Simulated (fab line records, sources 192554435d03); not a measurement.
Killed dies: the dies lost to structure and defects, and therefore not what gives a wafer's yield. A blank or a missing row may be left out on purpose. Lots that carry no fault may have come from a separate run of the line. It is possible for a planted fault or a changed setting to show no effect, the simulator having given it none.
Chamber matching / flow n5_finfet / rie_diel-05 running N5_MOL_CONTACT_COAG_DESCUM_45: 4 sister chambers
The step chemistry O2, time 7 s. 8 wafers are shown with their chamber, then 11 later ones without.

== EACH WAFER AND ITS CHAMBER ==
wafer=L081.4; chamber=2; showerhead_plenum_p_Torr (Torr)=2.09; throttle_valve_pct (%)=20.27
wafer=L082.3; chamber=2; showerhead_plenum_p_Torr (Torr)=2.08; throttle_valve_pct (%)=20.27
wafer=L082.4; chamber=1; showerhead_plenum_p_Torr (Torr)=2.05; throttle_valve_pct (%)=20.13
wafer=L082.6; chamber=0; showerhead_plenum_p_Torr (Torr)=2.10; throttle_valve_pct (%)=20.44
wafer=L086.2; chamber=1; showerhead_plenum_p_Torr (Torr)=2.05; throttle_valve_pct (%)=20.15
wafer=L086.3; chamber=3; showerhead_plenum_p_Torr (Torr)=2.17; throttle_valve_pct (%)=20.33
wafer=L086.6; chamber=3; showerhead_plenum_p_Torr (Torr)=2.17; throttle_valve_pct (%)=20.31
wafer=L089.1; chamber=0; showerhead_plenum_p_Torr (Torr)=2.10; throttle_valve_pct (%)=20.46

== WAFERS WITH NO CHAMBER GIVEN ==
wafer=L089.2; showerhead_plenum_p_Torr (Torr)=2.17; throttle_valve_pct (%)=20.33
wafer=L089.3; showerhead_plenum_p_Torr (Torr)=2.08; throttle_valve_pct (%)=20.29
wafer=L089.4; showerhead_plenum_p_Torr (Torr)=2.04; throttle_valve_pct (%)=20.16
wafer=L089.5; showerhead_plenum_p_Torr (Torr)=2.17; throttle_valve_pct (%)=20.32
wafer=L089.6; showerhead_plenum_p_Torr (Torr)=2.08; throttle_valve_pct (%)=20.29
wafer=L093.3; showerhead_plenum_p_Torr (Torr)=2.04; throttle_valve_pct (%)=20.15
wafer=L093.5; showerhead_plenum_p_Torr (Torr)=2.16; throttle_valve_pct (%)=20.33
wafer=L093.6; showerhead_plenum_p_Torr (Torr)=2.09; throttle_valve_pct (%)=20.49
wafer=L097.1; showerhead_plenum_p_Torr (Torr)=2.07; throttle_valve_pct (%)=20.32
wafer=L097.2; showerhead_plenum_p_Torr (Torr)=2.09; throttle_valve_pct (%)=20.48
wafer=L097.6; showerhead_plenum_p_Torr (Torr)=2.09; throttle_valve_pct (%)=20.49

== THE CHAMBER EACH PASSED THROUGH ==
wafer=L089.2; from the rows above=3; in truth=3
wafer=L089.3; from the rows above=2; in truth=2
wafer=L089.4; from the rows above=1; in truth=1
wafer=L089.5; from the rows above=3; in truth=3
wafer=L089.6; from the rows above=2; in truth=2
wafer=L093.3; from the rows above=1; in truth=1
wafer=L093.5; from the rows above=3; in truth=3
wafer=L093.6; from the rows above=0; in truth=0
wafer=L097.1; from the rows above=2; in truth=2
wafer=L097.2; from the rows above=0; in truth=0
wafer=L097.6; from the rows above=0; in truth=0
11 of 11 placed correctly. Can't be placed from these rows: 0. Number placed wrongly: 0.
How it was worked out, from the rows above alone: a wafer's distance from a chamber is the root of the sum, over the readings, of the square of ((its reading less the chamber's mean) divided by the reading's scatter). If the next closest chamber is less than 2 further off than the closest, the wafer can't be placed; otherwise it belongs to the closest. A chamber's mean is the mean of its shown wafers. The scatter: take each reading less its chamber's mean, square it, sum over the shown wafers, divide by the number of wafers less the number of chambers, and take the root.
